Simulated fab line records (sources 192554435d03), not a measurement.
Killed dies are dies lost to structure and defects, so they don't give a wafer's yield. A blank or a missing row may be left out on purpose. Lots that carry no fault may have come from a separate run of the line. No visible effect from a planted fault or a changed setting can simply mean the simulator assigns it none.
Problem report, 8D (eight disciplines) form, completed by code | flow n5-finfet | the parts of the form that need people (team, actions taken, sign-off) are left out

## 1. PROBLEM STATEMENT
At N5_PMOS_HMC_CHANNEL_EPI_COAT_31, plate-temp-C averages 212.43 C over 6 wafers from 2 lots, while fault-free wafers read 205.00 C, standard deviation 0.17. Relative to the usual mean, that is a shift of +44 standard deviations.
The step: time 60 s, resist thk 66 nm.
First observed at day 4 04:57: wafer L284.2, on litho-track-05. The record has a number at this step for 30 wafers belonging to 10 lots. The rule behind "out" and "out of limits": a value lying over 4 standard deviations away from the usual mean. Any other wafer with a number is counted as sound.

## 2. WHAT IT IS, WHAT IT ISN'T
question                    | is                                 | is not
which readings at this step | plate-temp-C, heater-power-total-W | -
which lots                  | L284, L285                         | L275, L278, L281, L282, L288, L292, L294, L296
which wafers of those lots  | all that have a number             | -
read on which tools         | litho-track-05                     | litho-track-03, litho-track-04
when                        | from day 4 04:57                   | up to then (12 sound wafers); but 12 sound wafers of L288, L292, L294, L296 came after

## 3. SUSPECTS, AND WHAT RULES EACH OUT
Counting: any tool at a process step up to the reading is kept as a suspect provided that every lot that is out went through it and no sound lot did after the first of them.
- litho-track-05 at N5_PMOS_HMC_CHANNEL_EPI_COAT_31 (time 60 s, resist thk 66 nm): kept. It ran every lot that is out, first L284 (day 4 04:57), and no sound lot after that; its last sound lot up to then is L282 (day 3 17:42). Its own heater-power-total-W, plate-temp-C readings are out on those wafers.
Left after counting: litho-track-05 at N5_PMOS_HMC_CHANNEL_EPI_COAT_31.

## 4. THE CAUSE (what the simulator had put in)
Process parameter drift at N5_PMOS_HMC_CHANNEL_EPI_COAT_31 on litho-track-05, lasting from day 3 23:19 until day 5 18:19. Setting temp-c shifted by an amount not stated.
After counting, this tool was the only one left.

## 5. THE CHAIN OF EFFECTS, in route order
One row per reading whose mean, taken over the struck wafers that have a number, lies over 3 standard deviations from the usual. Scope: only readings with a usual standard deviation given in the record; hours: median across lots of the time from each lot's start at the first step in this table that gives one to its start at this step; sigmas: change in usual standard deviations.
hours | step                            | reading              | usual    | on struck wafers | change | sigmas
0     | N5_PMOS_HMC_CHANNEL_EPI_COAT_31 | heater-power-total-W | 391.7 W  | 408.7            | +17.0  | +13
0     | N5_PMOS_HMC_CHANNEL_EPI_COAT_31 | plate-temp-C         | 205.00 C | 212.43           | +7.43  | +44
Process steps it contains:
- N5_PMOS_HMC_CHANNEL_EPI_COAT_31: time 60 s, resist thk 66 nm.
Later measuring or inspecting steps at which every struck wafer that the step has a row for has a number for every such reading, and none has moved that far: N5_PMOS_HMC_CHANNEL_EPI_CD_MEAS_09, N5_BEOL_M4_RC_MEAS_101.

## 6. HOW IT WOULD HAVE BEEN CAUGHT EARLIER
First out-of-limits reading in this record: day 4 04:57, which is 6 hours after fault onset at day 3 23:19.
